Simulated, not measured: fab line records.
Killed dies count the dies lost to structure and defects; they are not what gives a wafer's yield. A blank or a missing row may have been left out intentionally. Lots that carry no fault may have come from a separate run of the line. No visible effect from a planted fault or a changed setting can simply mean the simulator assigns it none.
Chamber matching -- flow n5-finfet -- N5_HKMG_FIN_ALD_91 on ald-metal-03: 4 sister chambers
The step deposits TiN, target thk 1 nm, pulse time 1 s, purge time 3 s. 8 wafers are shown with their chamber, then 8 later ones without.

## WAFERS, EACH WITH ITS CHAMBER
wafer,chamber,heater-power-w (W),precursor-pulse-height-rel
L074.1,2,711,0.946
L074.6,2,720,0.984
L081.4,3,775,1.010
L081.5,0,832,0.992
L085.3,0,837,1.009
L085.4,3,780,1.028
L085.5,1,934,0.967
L087.4,1,939,1.003

## WAFERS WHOSE CHAMBER IS MISSING
wafer,heater-power-w (W),precursor-pulse-height-rel
L087.5,844,0.995
L087.6,788,0.997
L091.2,777,1.023
L091.3,948,0.987
L091.4,700,1.010
L093.2,777,1.011
L093.3,827,0.973
L093.4,928,0.984

## THE CHAMBER EACH PASSED THROUGH
wafer,from the rows above,in truth
L087.5,0,0
L087.6,3,3
L091.2,3,3
L091.3,1,1
L091.4,2,2
L093.2,3,3
L093.3,0,0
L093.4,1,1
Correctly placed: 8 of 8. Can't be placed from these rows: 0. Placed wrongly: 0.
How it was worked out, from the rows above alone: a wafer's distance from a chamber is the root of the sum, over the readings, of the square of ((its reading less the chamber's mean) divided by the reading's scatter). The wafer belongs to the nearest chamber; if the next one is less than 2 further off, it can't be placed. A chamber's mean is the mean of its shown wafers. The scatter is the square root of a quotient: the sum, over the shown wafers, of each reading's squared deviation from its chamber's mean, divided by wafers minus chambers.
